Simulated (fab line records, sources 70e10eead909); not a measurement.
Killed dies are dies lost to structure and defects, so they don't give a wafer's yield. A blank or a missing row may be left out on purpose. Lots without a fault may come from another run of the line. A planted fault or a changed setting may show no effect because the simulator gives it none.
A struck lot beside a sound one | flow nand_harc | 16 steps out of a route of 1302
Sound: wafers L792.2, L792.3, L792.5. Struck: wafers L793.1, L793.2, L793.5. The cause comes at the end.
At each step with rows: each side's tool, then ch and its chambers, then its first start. Under that, the readings that differ: sound wafers | struck wafers | difference of the means | sigmas: that difference in standard deviations of wafers without a fault.
alike: readings whose means differ by less than 2 such deviations, and words and numbers that are the same on both sides. not compared: withheld readings, readings that some wafer has no value for, bounds like >300 that may hide the same value, and numbers for which the record gives no deviation and whose values overlap.
The two part at a step that has a row with sigmas, a row that says differs or no value, or rows on one side only. Numbers that don't overlap but have no deviation are shown without sigmas and don't part them. A reading that every wafer of one side lacks parts them only if that side has two wafers or more.

NHARC_A_ONON_D2_THK_MEAS_05: measures by ellipsometry.
  sound on film_metro-02, day 15 22:44; struck on film_metro-02, day 16 13:08
  reading     | sound       | struck         | difference | sigmas
  thk_nm (nm) | 974 973 973 | 1005 1005 1006 | +32        | +3
then, 1 step without rows for these wafers: NHARC_A_ONON_D2_DEP_06 (target thk 1000 nm).
NHARC_A_ONON_D2_THK_MEAS_08: measures by ellipsometry.
  sound on film_metro-01, day 15 23:18; struck on film_metro-02, day 16 13:41
  alike: thk_nm
then, 1 step without rows for these wafers: NHARC_A_ONON_D2_DEP_09 (target thk 1000 nm).
NHARC_A_ONON_D2_THK_MEAS_11: measures by ellipsometry.
  sound on film_metro-01, day 15 23:52; struck on film_metro-01, day 16 14:16
  alike: thk_nm
then, 1 step without rows for these wafers: NHARC_A_ONON_D2_DEP_12 (target thk 1000 nm).
NHARC_A_ONON_D2_THK_MEAS_14: measures by ellipsometry.
  sound on film_metro-01, day 16 00:26; struck on film_metro-01, day 16 14:50
  alike: thk_nm
then, 2 steps without rows for these wafers: NHARC_A_ONON_D2_ANNEAL_15 (time 3600 s); NHARC_A_ONON_D2_DEP_16 (target thk 1000 nm).
NHARC_A_ONON_D2_THK_MEAS_18: measures by ellipsometry.
  sound on film_metro-01, day 16 06:41; struck on film_metro-01, day 16 22:33
  alike: thk_nm
then, 1 step without rows for these wafers: NHARC_A_ONON_D2_DEP_19 (target thk 1000 nm).
NHARC_A_ONON_D2_THK_MEAS_21: measures by ellipsometry.
  sound on film_metro-01, day 16 07:15; struck on film_metro-01, day 16 23:07
  alike: thk_nm
NHARC_A_ONON_D2_DEP_22: target thk 1000 nm.
  sound on pecvd_onon-01 ch 0, day 16 07:22; struck on pecvd_onon-04 ch 0, day 16 23:10
  alike: n2o_flow_sccm, sih4_flow_sccm
NHARC_A_ONON_D2_THK_MEAS_24: measures by ellipsometry.
  sound on film_metro-01, day 16 07:49; struck on film_metro-01, day 16 23:41
  reading     | sound       | struck      | difference | sigmas
  thk_nm (nm) | 992 992 991 | 712 710 713 | -280       | -32
then, 1 step without rows for these wafers: NHARC_A_ONON_D2_DEP_25 (target thk 1000 nm).
-- the record jumps here: 12 days lie between the struck wafers' starts before and after (it left off in module A_ONON_D2 and takes up again in module END, whose first step shown is number 1302 of the route) --
NHARC_END_SORT_01:
  the record has rows for the struck wafers here (prober-01 ch 0, day 28 14:14) and none for the sound ones

WHERE THEY PART
First at NHARC_A_ONON_D2_THK_MEAS_05; last, within this record, at NHARC_END_SORT_01.

WHY: what the simulator had put in
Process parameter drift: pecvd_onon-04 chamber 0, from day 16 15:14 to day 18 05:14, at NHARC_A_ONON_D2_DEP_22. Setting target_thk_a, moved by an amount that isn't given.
